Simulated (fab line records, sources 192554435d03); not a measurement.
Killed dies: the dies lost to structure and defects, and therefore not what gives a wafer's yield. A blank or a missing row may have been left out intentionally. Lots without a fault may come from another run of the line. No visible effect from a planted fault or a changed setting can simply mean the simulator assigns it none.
fab line records | flow n5Finfet
record: lots: 8 wafers: 24 lastDay: 19
route steps=1938 shown HKMG_FIN@454 GATE_CUT@470 BEOL_M4@1111 PASSIVATION@1936
lots that met no fault: taken from a fault-free run of the same line
startH: hours from the record's first day to the start of the lot's first wafer shown | waitH: hours elapsed since this lot's preceding step | " the same as in the row above | L1.1+2: several wafers, shown together as one row | - either no value or no given start | * or withheld: withheld | < > ~ a bound
route shown NAME@n: names a module that has steps shown in the file, with the first one's number in the route | usual: mean/standard deviation of fault-free wafers | same: alike in all rows | chamber/n: place in a boat | sites: each site's reading | _std_site: their standard deviation | _edge_site: the outer-site mean with the inner-site mean subtracted | radiusMm: for every site, how far away it sits from the centre of the wafer | mask NAME#n: copy n | behind: the most recent tool/chamber to have shaped the wafer | hold: why the lot was held/for how many hours/how that ended | device: the n, p or np transistor that did not switch | end of line: the same wafers' tests at the end of the route | where a step has no rows: the recipe by itself | killed: dies lost to structure and defects at the first sort, not the wafer's yield | map: shows each die of a wafer: x if killed, . if not, _ if none is there
set.NAME: the setting that was run; set.NAME@STEP: the one run at that earlier step | model.NAME: the simulator's own value behind a step, which no gauge read
a sample of lots followed through the steps of the route, with each step as a table and each wafer as a row
services: from which hour (startH, from the record's first day; less than 0 if before it) a tool's chamber was out of use, for how many hours, and why
== steps ==
step: N5_HKMG_FIN_ETCHBACK_68
recipe: chemistry: Cl2/Ar stopOn: HfO2 targetDepthA: 5 pressureMtorr: 10 icpW: 600 biasW: 60 Cl2_flow_sccm: 40 Ar_flow_sccm: 60
usual: drypumpMotorCurrentA: 5.5/0.39 oes_ar_750_au: 0.74/0.075 oesProductAu: 0.74/0.077 throttleValvePct: 20.99/0.24
columns lot.wafer tool chamber startH waitH drypumpMotorCurrentA oes_ar_750_au oesProductAu rfHoursCounterH throttleValvePct
L846.1 rieMetal-03 0 79.31 0.0 6.3 0.85 0.85 15 20.77
L846.2 " 0 " " 6.3 0.85 0.84 - 20.78
L846.3 " 0 " " 6.3 0.84 0.85 - 20.77
L847.1 rieMetal-02 0 85.10 0.0 5.4 0.72 0.70 78 20.76
L847.4 " 0 " " 5.4 0.72 0.71 - 20.76
L847.5 " 1 " " 5.1 0.79 0.78 - 21.21
L854.1 rieMetal-02 0 128.07 0.0 5.4 0.72 0.70 83 20.76
L854.2 " 1 " " 5.1 0.76 0.77 38 21.20
L854.6 " 1 " " 5.1 0.77 0.77 - 21.21
L855.1 rieMetal-01 0 136.60 0.0 6.0 0.71 0.70 81 20.83
L855.3 " 1 " " 5.5 0.64 0.64 - 21.38
L855.5 " 1 " " 5.5 0.64 0.64 - 21.36
L864.1 rieMetal-03 1 183.72 0.0 5.3 0.89 0.89 8 20.76
L864.3 " 1 " " 5.3 0.89 0.88 - 20.78
L864.5 " 0 " " 6.3 0.81 0.81 - 20.81
L866.1 rieMetal-02 1 198.32 0.0 5.1 0.74 0.75 44 21.22
L866.2 " 0 " " 5.4 0.70 0.68 90 20.77
L866.4 " 0 " " 5.3 0.71 0.68 - 20.80
L867.2 rieMetal-02 0 203.09 0.0 5.4 0.70 0.68 90 20.79
L867.5 " 0 " " 5.3 0.70 0.69 - 20.80
L867.6 " 1 " " 5.1 0.76 0.76 - 21.23
L869.2 rieMetal-02 1 214.79 0.1 5.1 0.74 0.75 - 21.22
L869.4 " 1 " " 5.1 0.74 0.75 - 21.22
L869.6 " 1 " " 5.1 0.74 0.75 - 21.23
step: N5_HKMG_FIN_ALD_72
recipe: material: W targetThkA: 20 tempC: 300 pressureTorr: 7.5 aldPrecursorFamily: WF6 aldCoReactant: B2H6 pulseTimeS: 1 purgeTimeS: 2 coReactantPurgeTimeS: 2 coReactantPulseTimeS: 3 aldCycles: 7
usual: heaterPowerW: 538/55 precursorPulseHeightRel: 0.997/0.022
same: coReactantPurgeTimeS: 2
columns lot.wafer tool chamber startH waitH heaterPowerW precursorPulseHeightRel
L846.1 cvdW-01 1 80.32 0.2 452 0.995
L846.2 " 0 " " 500 0.998
L846.3 " 1 " " 448 1.015
L847.1 cvdW-01 1 85.99 0.2 446 0.995
L847.4 " 1 " " 445 1.013
L847.5 " 1 " " 456 0.986
L854.1 cvdW-01 0 128.96 0.2 500 1.021
L854.2 " 1 " " 441 1.016
L854.6 " 0 " " 506 1.014
L855.1 cvdW-02 0 137.49 0.2 606 0.966
L855.3 " 1 " " 555 1.010
L855.5 " 1 " " 551 1.028
L864.1 cvdW-02 0 184.61 0.2 589 1.007
L864.3 " 0 " " 601 1.004
L864.5 " 0 " " 607 0.999
L866.1 cvdW-02 0 199.21 0.2 611 0.999
L866.2 " 1 " " 524 0.992
L866.4 " 1 " " 538 0.958
L867.2 cvdW-02 0 203.98 0.2 600 0.982
L867.5 " 0 " " 597 0.981
L867.6 " 1 " " 548 0.963
L869.2 cvdW-02 1 215.75 0.2 549 0.968
L869.4 " 0 " " 608 0.993
L869.6 " 1 " " 541 0.994
step: N5_GATE_CUT_STRIP_59
recipe: chemistry: N2/H2 timeS: 20 powerW: 100 tempC: 40 pressureMtorr: 100 rfFrequencyHz: 6e+07 biasPowerW: 3 n2FlowSccm: 300 h2FlowSccm: 300
usual: drypumpMotorCurrentA: 5.53/0.29 n2FlowSccm: 299.9/0.9 oesProductAu: 0.78/0.07 rfVppV: 45.1/0.82 showerheadPlenumPTorr: 3.37/0.11 throttleValvePct: 12.20/0.26
columns lot.wafer tool chamber startH waitH drypumpMotorCurrentA n2FlowSccm oesProductAu rfHoursCounterH rfVppV showerheadPlenumPTorr throttleValvePct
L846.1 rieDiel-06 0 81.63 0.1 5.48 300.2 0.94 21 45.7 3.44 11.76
L846.2 " 2 " " 5.96 300.3 0.82 76 45.5 3.56 12.05
L846.3 " 3 " " 5.09 298.8 0.74 181 45.0 3.23 12.31
L847.1 rieDiel-03 0 87.57 0.1 5.56 298.9 0.74 178 44.5 3.35 12.05
L847.4 " 3 " " 5.71 301.1 0.72 196 44.5 3.36 12.49
L847.5 " 3 " " 5.72 300.5 0.73 - 44.8 3.36 12.51
L854.1 rieDiel-01 2 130.28 0.1 5.71 299.7 0.73 196 45.8 3.36 12.43
L854.2 " 1 " " 5.62 302.4 0.72 195 44.5 3.50 12.36
L854.6 " 2 " " 5.68 297.7 0.74 - 44.8 3.36 12.43
L855.1 rieDiel-03 1 138.80 0.1 5.23 298.9 0.78 124 43.8 3.12 11.90
L855.3 " 3 " " 5.73 299.5 0.71 212 44.6 3.35 12.55
L855.5 " 1 " " 5.22 299.9 0.78 - 45.2 3.12 11.91
L864.1 rieDiel-06 3 186.08 0.1 5.09 298.8 0.72 215 44.7 3.21 12.38
L864.3 " 1 " " 6.00 299.4 0.90 29 45.5 3.44 11.92
L864.5 " 0 " " 5.48 300.0 0.88 - 46.4 3.43 11.84
L866.1 rieDiel-03 0 200.69 0.1 5.55 299.2 0.73 204 46.2 3.34 12.09
L866.2 " 3 " " 5.71 300.4 0.69 229 45.6 3.34 12.59
L866.4 " 2 " " 5.30 298.7 0.74 172 44.6 3.37 12.67
L867.2 rieDiel-03 1 205.29 0.1 5.22 300.2 0.78 140 47.0 3.11 11.95
L867.5 " 1 " " 5.22 299.9 0.78 - 45.8 3.11 11.94
L867.6 " 2 " " 5.30 299.2 0.73 - 43.8 3.36 12.69
L869.2 rieDiel-01 3 217.06 0.1 5.68 299.5 0.76 139 45.2 3.26 12.11
L869.4 " 3 " " 5.67 299.6 0.77 - 44.4 3.26 12.12
L869.6 " 2 " " 5.69 300.1 0.72 - 44.8 3.34 12.49
step: N5_GATE_CUT_CMP_02
recipe: stopOn: SiO2 tOverpolishS: 12.7 postCmpClean: alkalineBrush downForcePsi: 2.5 platenRpm: 51.8 padVelocityMS: 1.0307 targetThkNm: 0
usual: edgeZonePressureFrac: 1.000/0.0053 headPressurePsi: 2.500/0.0054 motorCurrentA: 9.1/0.68 overpolishRunS: 12.699/0.0089 timeToEndpointS: 25.2/1.5
columns lot.wafer tool chamber startH waitH edgeZonePressureFrac headPressurePsi motorCurrentA overpolishRunS timeToEndpointS
L846.3 cmp-03 1 84.11 0.1 0.995 2.492 9.4 12.693 24.7
L846.1 " 3 " " 1.000 2.501 9.0 12.700 25.6
L846.2 " 0 " " 1.001 2.500 9.8 12.693 24.6
L847.4 cmp-03 3 92.65 0.1 0.997 2.511 8.8 12.691 22.6
L847.1 " 0 " " 1.008 2.507 10.3 12.700 26.1
L847.5 " 2 " " 1.001 2.495 9.6 12.688 25.1
L854.2 cmp-01 3 132.79 0.1 0.990 2.502 7.6 12.707 25.5
L854.1 " 1 " " 1.003 2.499 9.9 12.695 25.2
L854.6 " 3 " " 0.993 2.503 7.4 12.687 24.9
L855.1 cmp-01 0 141.30 0.1 0.997 2.500 8.3 12.684 24.0
L855.3 " 1 " " 1.003 2.500 10.4 12.705 22.3
L855.5 " 1 " " 1.006 2.496 10.2 12.711 23.2
L864.3 cmp-04 2 188.58 0.1 1.002 2.500 9.8 12.688 25.3
L864.1 " 3 " " 0.992 2.500 8.7 12.691 24.5
L864.5 " 3 " " 0.996 2.495 9.1 12.702 24.4
L866.2 cmp-03 3 203.20 0.1 - - - - -
L866.1 " 0 " " - - - - -
L866.4 " 2 " " - - - - -
L867.2 cmp-03 3 207.81 0.1 - - - - -
L867.5 " 2 " " - - - - -
L867.6 " 3 " " - - - - -
L869.4 cmp-04 2 219.69 0.1 1.000 2.491 10.1 12.696 28.0
L869.2 " 3 " " 1.001 2.501 8.9 12.713 24.1
L869.6 " 0 " " 1.004 2.505 8.4 12.676 25.9
step: N5_GATE_CUT_ETCH_19
recipe: chemistry: CH3F/O2 target: SiNx maskMaterial: SiO2 targetDepthA: 537 timeS: 76.7 pressureMtorr: 30 sourceW: 395 biasW: 73 Ar_flow_sccm: 150 CH3F_flow_sccm: 30 O2_flow_sccm: 20 ionEnergyEv: 120 ends: cleared
usual: drypumpMotorCurrentA: 5.52/0.28 etchRfOnTimeS: 76.7/1.1 oes_ar_750_au: 0.77/0.066 oes_o_777_au: 0.77/0.068 oesProductAu: 0.66/0.059 rfVppV: 298/3.2 showerheadPlenumPTorr: 1.99/0.066 throttleValvePct: 16.32/0.25
columns lot.wafer tool chamber startH waitH drypumpMotorCurrentA etchRfOnTimeS oes_ar_750_au oes_o_777_au oesProductAu rfHoursCounterH rfVppV showerheadPlenumPTorr throttleValvePct
L846.1 rieDiel-03 1 85.31 0.0 5.21 76.6 0.80 0.80 0.68 108 296 1.86 16.10
L846.2 " 3 " " 5.73 77.3 0.72 0.72 0.61 195 298 1.98 16.57
L846.3 " 0 " " 5.55 78.0 0.76 0.77 0.63 177 291 1.99 16.20
L847.1 rieDiel-06 0 93.85 0.0 5.46 74.6 0.92 0.92 0.80 25 302 2.04 15.97
L847.4 " 3 " " 5.05 77.3 0.74 0.74 0.63 186 297 1.90 16.31
L847.5 " 2 " " 5.91 76.8 0.83 0.83 0.70 - 301 2.10 15.99
L854.1 rieDiel-01 0 134.06 0.0 5.08 76.7 0.84 0.84 0.71 62 300 2.03 16.46
L854.2 " 1 " " 5.59 77.0 0.73 0.73 0.62 197 299 2.06 16.39
L854.6 " 3 " " 5.67 76.4 0.78 0.78 0.66 - 295 1.94 16.07
L855.1 rieDiel-01 1 142.38 0.0 5.58 76.5 0.73 0.74 0.62 199 297 2.06 16.40
L855.3 " 2 " " 5.69 77.2 0.71 0.71 0.62 201 301 1.99 16.55
L855.5 " 1 " " 5.58 76.4 0.73 0.73 0.62 - 298 2.06 16.39
L864.1 rieDiel-03 0 189.67 0.0 5.54 77.6 0.74 0.75 0.62 201 289 1.98 16.28
L864.3 " 3 " " 5.72 77.6 0.70 0.71 0.60 226 299 1.97 16.63
L864.5 " 1 " " 5.21 76.3 0.78 0.77 0.66 - 295 1.85 16.13
L866.1 rieDiel-01 1 204.40 0.0 5.61 81.9 0.71 0.72 0.95 217 299 2.06 16.47
L866.2 " 3 " " 5.68 81.2 0.76 0.76 1.03 133 295 1.93 16.14
L866.4 " 2 " " 5.68 82.7 0.71 0.70 0.96 217 301 1.98 16.61
L867.2 rieDiel-03 1 209.16 0.0 5.21 83.1 0.77 0.76 1.03 141 295 1.85 16.18
L867.5 " 3 " " 5.66 85.9 0.70 0.71 0.93 - 299 1.97 16.68
L867.6 " 0 " " 5.60 84.9 0.74 0.74 0.96 - 292 1.98 16.32
L869.2 rieDiel-03 0 220.84 0.0 5.55 78.1 0.74 0.74 0.61 211 290 1.98 16.27
L869.4 " 2 " " 5.27 77.2 0.74 0.74 0.62 178 302 2.00 16.87
L869.6 " 0 " " 5.58 78.1 0.73 0.73 0.61 - 291 1.98 16.28
step: N5_BEOL_M4_RC_MEAS_101
usual: DIBL_N: 35.9/1.3 DIBL_P: 35.9/1.5 IOFF_N: 0.152/0.023 IOFF_P: 0.204/0.027 ION_N: 673/9.2 ION_P: 462/6.7 SS_N: 71.4/0.48 SS_P: 73.2/0.55 VT_N: 250.3/2.6 VT_P: -250.6/3
columns lot.wafer tool chamber startH waitH DIBL_N[mV/V] DIBL_P[mV/V] IOFF_N[nA/um] IOFF_P[nA/um] ION_N[uA/um] ION_P[uA/um] SS_N[mV/dec] SS_P[mV/dec] VT_N[mV] VT_P[mV]
L846.1 prober-02 0 180.88 0.0 35.2 35.1 0.120 0.163 662 455 70.9 72.3 255.4 -253.8
L846.2 " 0 " " 37.0 38.1 0.155 0.207 671 468 71.2 72.6 251.9 -251.8
L846.3 " 0 " " 37.2 37.3 0.149 0.193 659 450 71.6 73.2 250.1 -251.3
L847.1 prober-01 0 186.74 0.0 35.9 36.2 0.177 0.208 682 458 71.3 73.9 246.9 -250.4
L847.4 " 0 " " 35.3 35.8 0.163 0.198 679 459 71.8 73.7 248.9 -251.5
L847.5 " 0 " " 34.9 36.1 0.159 0.204 676 464 70.8 73.1 248.7 -252.7
L854.1 prober-01 0 238.39 0.0 36.2 35.5 0.162 0.209 687 467 71.6 73.1 246.1 -248.9
L854.2 " 0 " " 37.4 37.4 0.183 0.233 680 468 71.8 74.2 245.8 -249.6
L854.6 " 0 " " 36.8 36.7 0.175 0.224 690 469 70.5 73.0 247.4 -248.3
L855.1 prober-02 0 267.07 0.0 35.7 35.5 0.134 0.188 669 455 71.1 72.7 249.5 -249.6
L855.3 " 0 " " 35.0 35.2 0.127 0.198 665 460 70.7 72.8 251.2 -248.8
L855.5 " 0 " " 35.9 36.2 0.143 0.209 681 461 71.7 73.8 248.9 -248.1
L864.1 prober-02 0 302.23 0.0 34.5 36.0 0.143 0.198 681 470 71.5 73.3 252.2 -248.9
L864.3 " 0 " " 33.8 35.6 0.137 0.187 665 466 71.2 73.1 253.1 -253.0
L864.5 " 0 " " 35.7 37.6 0.164 0.223 681 467 71.5 73.5 249.4 -251.9
L869.2 prober-02 0 334.79 0.2 35.3 34.3 0.134 0.219 657 466 71.6 73.2 252.8 -247.0
L869.4 " 0 " " 35.2 34.4 0.130 0.216 667 471 71.4 72.1 249.9 -247.9
L869.6 " 0 " " 35.9 35.3 0.146 0.240 678 477 71.1 73.7 251.0 -244.7
step: N5_PASSIVATION_PROBE_49
usual: defectLimitedYield: 91.0/1.5 killed_at_M0_to_M3: 37/12 killed_at_M4_up: 13/5 killedAtContacts: 13/6.1 killedAtFrontEnd: 39/11 killedAtOther: 4/3.2 killedDies: 106/17 killedOnRim: 13/4.2 killedOpen: 69/12 killedShort: 35/7.9 sort_bin_5_function: 5.3/1 sort_bin_6_memory: 3.3/0.68 sortNPass: 1074/17 sortYieldPct: 91.0/1.5
same: grossDies: 1180 killedAtBackSide: 0 sort_bin_4_leakage[%]: 0 sort_bin_8_speed[%]: 0
columns lot.wafer tool chamber startH waitH defectLimitedYield[%] killed_at_M0_to_M3 killed_at_M4_up killedAtContacts killedAtFrontEnd killedAtOther killedDies killedOnRim killedOpen killedShort sort_bin_5_function[%] sort_bin_6_memory[%] sortNPass sortYieldPct[%]
L866.1 prober-02 - 421.05 0.0 0 26 14 7 1133 0 1180 152 67 33 96.4 3.1 0 0
L866.2 prober-02 - 421.10 0.1 0 29 27 19 1104 1 1180 152 74 34 96.9 2.9 0 0
L866.4 prober-02 - 421.20 0.2 0 34 21 7 1116 2 1180 152 72 38 95.9 3.6 0 0
L867.2 prober-02 - 426.34 0.1 0 40 16 22 1099 3 1180 152 100 25 96.1 3.9 0 0
L867.5 prober-02 - 426.49 0.2 0 32 13 21 1112 2 1180 152 71 23 96.8 3.1 0 0
L867.6 prober-02 - 426.54 0.3 0 31 6 19 1123 1 1180 152 59 31 97.0 2.8 0 0
killed by level:class
L866.1 GATE_CUT:areaCmp=1079 STI_FIN_REVEAL:geometricParticle:open=15 GATE_CUT:geometricParticle:short=11 BEOL_M4:geometricParticle:open=9 MOL_CONTACT_COAG:geometricParticle:open=7 BEOL_M0_SAQP:geometricParticle:open=7 BEOL_M3:geometricParticle:open=6 FIN_SAQP:geometricParticle:open=5
L866.2 GATE_CUT:areaCmp=1070 BEOL_M4:geometricParticle:open=18 MOL_CONTACT_COAG:geometricParticle:open=16 FIN_SAQP:geometricParticle:short=7 GATE_CUT:geometricParticle:open=6 STI_FIN_REVEAL:geometricParticle:open=5 DUMMY_GATE:geometricParticle:open=5 BEOL_M0_SAQP:geometricParticle:open=5
L866.4 GATE_CUT:areaCmp=1069 FIN_SAQP:geometricParticle:short=13 BEOL_M4:geometricParticle:open=13 BEOL_M2:geometricParticle:open=10 STI_FIN_REVEAL:geometricParticle:open=8 FIN_SAQP:geometricParticle:open=6 MOL_CONTACT_COAG:geometricParticle:open=6 GATE_CUT:geometricParticle:short=5
L867.2 GATE_CUT:areaCmp=1054 MOL_CONTACT_COAG:geometricParticle:open=19 FIN_SAQP:geometricParticle:open=16 STI_FIN_REVEAL:geometricParticle:open=12 BEOL_M2:geometricParticle:open=12 BEOL_M0_SAQP:geometricParticle:open=7 DUMMY_GATE:geometricParticle:open=5 BEOL_M1:geometricParticle:open=5
L867.5 GATE_CUT:areaCmp=1083 MOL_CONTACT_COAG:geometricParticle:open=19 FIN_SAQP:geometricParticle:open=9 BEOL_M2:geometricParticle:open=8 BEOL_M3:geometricParticle:open=6 GATE_CUT:geometricParticle:short=5 STI_FIN_REVEAL:geometricParticle:open=4 BEOL_M0_SAQP:geometricParticle:open=4
L867.6 GATE_CUT:areaCmp=1090 MOL_CONTACT_COAG:geometricParticle:open=15 FIN_SAQP:geometricParticle:open=10 BEOL_M2:geometricParticle:open=9 FIN_SAQP:geometricParticle:short=6 BEOL_M2:geometricParticle:short=6 BEOL_M0_SAQP:geometricParticle:short=5 BEOL_M0_SAQP:geometricParticle:open=5
== services ==
columns tool chamber startH hours kind
cmp-03 - 62.20 0.6 repair
cmp-04 - 72.88 3.9 repair
cmp-04 - 84.86 0.3 repair
cmp-04 - 87.41 1.7 repair
rieDiel-03 3 91.98 1.4 repair
rieDiel-03 - 110.52 4.3 pm
cvdW-02 0 113.65 3.1 repair
cmp-01 - 122.00 5.7 pm
rieDiel-03 0 122.22 3.0 repair
rieDiel-03 0 125.87 9.6 repair
rieDiel-01 0 135.30 1.6 repair
cmp-04 - 136.09 0.9 repair
rieDiel-06 2 146.56 6.0 repair
rieDiel-03 2 152.31 9.3 repair
cmp-03 - 156.16 4.0 pm
cvdW-01 1 160.49 14.0 repair
cvdW-02 - 174.37 2.8 pm
rieDiel-03 1 174.66 6.3 repair
cvdW-02 1 179.27 9.2 repair
cvdW-01 - 179.31 11.2 repair
cvdW-01 - 204.91 3.8 pm
rieMetal-02 0 208.70 9.6 repair
cmp-03 - 209.79 0.4 repair
rieDiel-01 0 210.39 10.2 repair
== key ==
firstSign: step: N5_GATE_CUT_CMP_02 reading: toolRecord direction: missing
effect: step: N5_GATE_CUT_ETCH_19 reading: etchRfOnTimeS direction: up sigmas: 6 usual: * struck: *
effect: step: N5_PASSIVATION_PROBE_49 reading: killedAtFrontEnd direction: up sigmas: 99 usual: 39 struck: 1114
moreKillsBornAt: N5_GATE_CUT_CMP_02@cmp-03: 6442
metAt N5_GATE_CUT_CMP_02
struckLots L866,L867
laterRowsLeftOut L866.1,L866.2,L866.4,L867.2,L867.5,L867.6
notActingAt N5_HKMG_FIN_ETCHBACK_68,N5_HKMG_FIN_ALD_72,N5_GATE_CUT_STRIP_59
onsetBetween 92.65 203.20
fault: kind: skippedStepWhole tool: cmp-03 chamber: - onsetH: 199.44 steps: N5_GATE_CUT_CMP_02 scope: struckLotsOnly
laterRowsLeftOut: the simulator's readings of these wafers behind a module that went badly wrong aren't trusted and aren't shown, but for the sort
